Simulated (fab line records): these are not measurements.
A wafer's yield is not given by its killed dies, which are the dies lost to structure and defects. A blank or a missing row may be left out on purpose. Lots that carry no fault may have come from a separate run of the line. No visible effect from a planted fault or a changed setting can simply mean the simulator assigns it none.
Struck lot and sound lot, side by side -- flow nand-harc -- 14 steps out of a route of 1159
Sound: these wafers, L835.3, L835.4, L835.5. Struck: wafers L845.2, L845.3, L845.4. The cause is named last.
At each step with rows: each side's tool, then ch and its chambers, then its first start. Under that, the readings that differ: sound wafers -- struck wafers -- difference of the means -- sigmas: that difference in standard deviations of wafers without a fault.
alike: readings whose means differ by less than 2 such deviations, and words and numbers that are the same on both sides. not compared: withheld readings, readings that some wafer has no value for, bounds like >300 that may hide the same value, and numbers for which the record gives no deviation and whose values overlap.
A row with sigmas, a row that says differs or no value, or rows on one side alone: a step with any of these is where the two part. Non-overlapping numbers with no deviation appear without sigmas and do not part them. Lack of a reading on every wafer of one side parts them only where that side has two or more wafers.

first, 4 steps without rows for these wafers: NHARC_P_GATE_EBR_07; NHARC_P_GATE_EXPOSE_08 (exposes mask P HV); NHARC_P_GATE_PEB_09 (peb time 85 s); NHARC_P_GATE_DEVELOP_10 (time 70 s).
NHARC_P_GATE_CD_MEAS_11: the cd target is 1640 nm.
  sound on cd-sem-02 ch 0, day 4 18:48; struck on cd-sem-03 ch 0, day 7 11:13
  alike: cd-nm
then, 1 step without rows for these wafers: NHARC_P_GATE_HARDBAKE_12 (time 80 s).
NHARC_P_GATE_DESCUM_13: chemistry O2, time 3 s.
  sound on rie-diel-01 ch 0,2, day 4 18:58; struck on rie-diel-01 ch 0,1,2, day 7 11:22
  alike: drypump-motor-current-A, oes-product-au, rf-vpp-V, showerhead-plenum-p-Torr, throttle-valve-pct
  not compared: rf-hours-counter-h
then, 5 steps without rows for these wafers: NHARC_P_GATE_ETCH_14 (etches SiO2 in dHF, target depth 48.8 nm); NHARC_P_GATE_STRIP_15 (strips in SPM, time 780 s); NHARC_P_GATE_PRECLEAN_71 (cleans in SC1); NHARC_P_GATE_SRD_72; NHARC_P_GATE_OXIDE_16 (material SiO2, target thk 3 nm, ox time 392 s).
NHARC_P_GATE_CVD_17: deposits poly-Si, target thk 150 nm, time 900 s.
  sound on lpcvd-poly-02 ch 0, day 5 06:17; struck on lpcvd-poly-04 ch 0, day 7 23:43
reading,sound,struck,difference,sigmas
zone-power-centre-pct (%),9.5 9.3 9.4,7.2 7.2 7.2,-2.2,-2
zone-power-top-pct (%),18.9 19.0 18.9,16.9 16.7 16.5,-2.2,-2
  alike: spike-tc-upper-C
NHARC_P_GATE_HM_DEP_102: deposits aC, target thk 120 nm.
  sound on acl-dep-02 ch 0, day 5 12:15; struck on acl-dep-03 ch 0, day 8 03:43
  alike: throttle-valve-pct

WHERE THEY PART
Within this record, at NHARC_P_GATE_CVD_17 only. Later steps at which nothing parts them and some readings are alike: NHARC_P_GATE_HM_DEP_102.

WHY: whatever the simulator had introduced
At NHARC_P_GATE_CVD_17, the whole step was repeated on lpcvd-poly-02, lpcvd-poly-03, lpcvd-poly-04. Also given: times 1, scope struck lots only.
